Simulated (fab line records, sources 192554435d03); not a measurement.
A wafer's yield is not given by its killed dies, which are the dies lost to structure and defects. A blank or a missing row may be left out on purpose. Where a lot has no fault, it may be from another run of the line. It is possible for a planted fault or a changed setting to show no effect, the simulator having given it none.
Problem report in the 8D (eight disciplines) form, filled by code -- flow n5Finfet -- the parts of the form that need people (team, actions taken, sign-off) are left out
Where a reading is given only as a bound, like >300, the bound stands for it, and a mean or a difference that rests on one is marked > or <: the true number lies beyond.

== 1. PROBLEM STATEMENT ==
Mean of rawDefectCount at N5_WELL_APT_INSPECT_38: 1408 across 2 wafers in 2 lots; on wafers with no fault it is 14 (standard deviation 5.4). That is +99 or more standard deviations from the usual mean.
The step: inspects for defects (darkfield).
The first sign was on wafer L983.1 at day 5 04:37, on defectInspect-01. At this step, 12 wafers from 4 lots have a number in the record. By rule, "out" or "out of limits" means more than 4 standard deviations away from the usual mean. The rest of the wafers with a number are treated as sound.

== 2. WHAT IT IS, WHAT IT ISN'T ==
question,is,is not
which readings at this step,rawDefectCount,-
which lots,"L983, L984","L975, L982"
which wafers of those lots,"L983.1, L984.3","L983.3, L983.4, L984.2, L984.5"
read on which gauges,defectInspect-01,defectInspect-02
when,from day 5 04:37,up to then (8 sound wafers); but 2 sound wafers of L984 came after

== 3. THE SUSPECTS, EACH WITH WHAT RULES IT OUT ==
Counting: if a tool at a process step up to the reading ran every lot that is out, it stays a suspect. Sound lots after the first of them don't rule it out here, since some wafers of a struck lot are sound.
- the gauge at N5_WELL_APT_INSPECT_38: ruled out. All the wafers that are out were read on defectInspect-01, but those of them that N5_PASSIVATION_PROBE_49 has rows for are out there too, on other tools.
- wetBench-03 at N5_WELL_APT_OXIDE_STRIP_42 (strips SiO2 in dHF, time 45 s, target depth 12 nm): kept. Ran every lot that is out, first one L983 (day 5 03:52); last sound lot up to then L975 (day 3 04:20).
- At N5_WELL_APT_OXIDE_STRIP_42, inside wetBench-03: chamber 6 took the wafers that are out, while their sound lot-mates went through chambers 1, 2, 4, 5.
The count leaves wetBench-03 at N5_WELL_APT_OXIDE_STRIP_42.

== 4. THE CAUSE (what the simulator had put in) ==
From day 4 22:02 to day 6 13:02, wetBench-03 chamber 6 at N5_WELL_APT_OXIDE_STRIP_42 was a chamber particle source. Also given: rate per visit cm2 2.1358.
The count eliminated every tool but this one.

== 5. THE CHAIN OF EFFECTS, in route order ==
Each row: a reading whose mean over the struck wafers that have a number lies more than 3 standard deviations from the usual. Only readings for which the record gives a usual standard deviation are gone through. hours: the time from each lot's start at the first step in this table that gives one to its start at this step, as a median over the lots. sigmas: the change in usual standard deviations.
hours,step,reading,usual,on struck wafers,change,sigmas
0,N5_WELL_APT_INSPECT_38,rawDefectCount,14,1408,+1394,+99 or more
1,N5_PMOS_HMC_CHANNEL_EPI_INSPECT_11,rawDefectCount,1.9,>300,>+298,+99 or more
261,N5_PASSIVATION_PROBE_49,defectLimitedYield,91.3 %,79.5,-11.8,-8.4
261,N5_PASSIVATION_PROBE_49,killedAtFrontEnd,40,192,+152,+14
261,N5_PASSIVATION_PROBE_49,killedDies,103,241,+138,+8.6
261,N5_PASSIVATION_PROBE_49,sort_bin_5_function,5.1 %,11.8,+6.7,+7.1
261,N5_PASSIVATION_PROBE_49,sortNPass,1077,939,-138,-8.6
261,N5_PASSIVATION_PROBE_49,sortYieldPct,91.3 %,79.5,-11.8,-8.4
Here are the process steps it includes:
- N5_PASSIVATION_PROBE_49
Later measuring or inspecting steps at which every struck wafer that the step has a row for has a number for every such reading, and none has moved that far: N5_BEOL_M4_RC_MEAS_101.

== 6. HOW IT WOULD HAVE BEEN CAUGHT EARLIER ==
In this record the first reading out of limits at a measuring or inspecting step was taken at day 5 04:37, 7 hours after the fault began at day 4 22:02.
Of the tool readings at N5_WELL_APT_OXIDE_STRIP_42 for which the record gives a usual standard deviation, none was out on any struck wafer, so an alarm limit of 4 standard deviations on them would not have fired.
Of the lots that are out (2), L984 began N5_WELL_APT_OXIDE_STRIP_42 on wetBench-03 after day 5 04:37. A hold on the tool at that time would have spared it.
